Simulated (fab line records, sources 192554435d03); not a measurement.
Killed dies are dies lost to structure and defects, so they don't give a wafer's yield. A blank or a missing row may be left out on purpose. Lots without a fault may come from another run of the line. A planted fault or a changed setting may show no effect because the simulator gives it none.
A struck lot beside a sound one | flow n5_finfet | 17 steps out of a route of 1938
Sound: wafers L951.2, L951.4, L951.6. Struck: wafers L949.4, L949.6. The cause comes at the end.
At each step with rows: each side's tool, then ch and its chambers, then its first start. Under that, the readings that differ: sound wafers | struck wafers | difference of the means | sigmas: that difference in standard deviations of wafers without a fault.
alike: readings whose means differ by less than 2 such deviations, and words and numbers that are the same on both sides. not compared: withheld readings, readings that some wafer has no value for, bounds like >300 that may hide the same value, and numbers for which the record gives no deviation and whose values overlap.
The two part at a step that has a row with sigmas, a row that says differs or no value, or rows on one side only. Numbers that don't overlap but have no deviation are shown without sigmas and don't part them. A reading that every wafer of one side lacks parts them only if that side has two wafers or more.

first, 4 steps without rows for these wafers: N5_HKMG_FIN_SOFTBAKE_07 (time 60 s); N5_HKMG_FIN_EXPOSE_09 (exposes mask NWFM); N5_HKMG_FIN_PEB_10 (peb time 60 s); N5_HKMG_FIN_DEVELOP_11 (develop time 30 s).
N5_HKMG_FIN_CD_MEAS_12: target cd 92.8 nm.
  sound on cd_sem-02 ch 0, day 7 16:53; struck on cd_sem-02 ch 0, day 7 07:19
  alike: cd_nm
N5_HKMG_FIN_OVL_MEAS_13:
  sound on overlay-01 ch 0, day 7 16:55; struck on overlay-02 ch 0, day 7 07:20
  alike: NWFM_OVL
N5_HKMG_FIN_INSPECT_14: inspects for defects (macro).
  sound on defect_inspect-01, day 7 16:57; struck on defect_inspect-01, day 7 07:22
  alike: raw_defect_count
N5_HKMG_FIN_DESCUM_17: chemistry O2, time 7.9 s.
  sound on rie_diel-06 ch 0,2,3, day 7 16:59; struck on rie_diel-02 ch 0,1, day 7 07:24
  alike: drypump_motor_current_A, oes_product_au, rf_vpp_V, showerhead_plenum_p_Torr, throttle_valve_pct
  not compared: rf_hours_counter_h
N5_HKMG_FIN_ETCH_31: etches SiARC in CF4, target depth 45.5 nm, time 75.8 s.
  sound on rie_diel-06 ch 0,2,3, day 7 17:01; struck on rie_diel-02 ch 0,1, day 7 07:26
  alike: drypump_motor_current_A, etch_rf_on_time_s, oes_product_au, rf_vpp_V, showerhead_plenum_p_Torr, throttle_valve_pct
  not compared: rf_hours_counter_h
N5_HKMG_FIN_ETCH_32: etches SOC in N2/H2, target depth 240 nm, time 300 s.
  sound on rie_diel-06 ch 0,2,3, day 7 17:04; struck on rie_diel-02 ch 0,1, day 7 07:29
  alike: drypump_motor_current_A, oes_product_au, rf_vpp_V, run_length_s, showerhead_plenum_p_Torr, throttle_valve_pct
  not compared: rf_hours_counter_h
then, 1 step without rows for these wafers: N5_HKMG_FIN_STRIP_33 (strips in N2/H2).
N5_HKMG_FIN_STRIP_34: strips in CF4.
  sound on rie_diel-06 ch 0,2,3, day 7 17:16; struck on rie_diel-02 ch 0,1, day 7 07:41
  alike: drypump_motor_current_A, oes_product_au, rf_vpp_V, showerhead_plenum_p_Torr, throttle_valve_pct
  not compared: rf_hours_counter_h
N5_HKMG_FIN_ETCH_35: etches SOC in N2/H2, target depth 215.8 nm, time 243.4 s.
  sound on rie_diel-06 ch 0,2,3, day 7 17:17; struck on rie_diel-02 ch 0,1, day 7 07:42
  reading          | sound             | struck      | difference | sigmas
  run_length_s (s) | 267.1 266.6 266.5 | 278.0 279.3 | +11.9      | +26
  alike: drypump_motor_current_A, oes_product_au, rf_vpp_V, showerhead_plenum_p_Torr, throttle_valve_pct
  not compared: rf_hours_counter_h, model.etch.depth_nm, model.SOC_of_HKMG_FIN_COAT_29.thk_nm, model.HKMG_FIN.feature_depth_nm
N5_HKMG_FIN_STRIP_92: strips SOC in N2/H2, time 20 s.
  sound on rie_diel-06 ch 0,2,3, day 7 17:26; struck on rie_diel-02 ch 0,1, day 7 07:51
  alike: drypump_motor_current_A, oes_product_au, rf_vpp_V, showerhead_plenum_p_Torr, throttle_valve_pct
  not compared: rf_hours_counter_h, model.SOC_of_HKMG_FIN_COAT_29.thk_nm
then, 1 step without rows for these wafers: N5_HKMG_FIN_WET_ETCH_18 (etches TiN in SC1, time 55 s, target depth 5.2 nm, rinse time 30 s).
-- the record jumps here: 4 days lie between the struck wafers' starts before and after (it left off in module HKMG_FIN and takes up again in module BEOL_M4, whose first step shown is number 1111 of the route) --
N5_BEOL_M4_RC_MEAS_101:
  sound on prober-02 ch 0, day 12 04:43; struck on prober-02 ch 0, day 11 19:02
  alike: DIBL_N, DIBL_P, IOFF_N, IOFF_P, ION_N, ION_P, SS_N, SS_P, VT_N, VT_P
-- the record jumps here: 4 days lie between the struck wafers' starts before and after (it left off in module BEOL_M4 and takes up again in module PASSIVATION, whose first step shown is number 1936 of the route) --
N5_PASSIVATION_PROBE_49:
  sound on prober-02, day 16 14:52; struck on prober-01, day 16 05:46
  reading         | sound | struck | difference | sigmas
  killed_at_other | 1 0 1 | 8 8    | +7         | +3
  alike: defect_limited_yield, killed_at_M0_to_M3, killed_at_M4_up, killed_at_contacts, killed_at_front_end, killed_dies, killed_open, killed_short, sort_bin_5_function, sort_bin_6_memory, sort_bin_8_speed, sort_n_pass, sort_yield_pct

WHERE THEY PART
First at N5_HKMG_FIN_ETCH_35; last, within this record, at N5_PASSIVATION_PROBE_49.

WHY: what the simulator had put in
Process parameter drift: rie_diel-02, from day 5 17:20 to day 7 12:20, at N5_HKMG_FIN_ETCH_35. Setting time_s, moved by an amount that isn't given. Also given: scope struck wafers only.
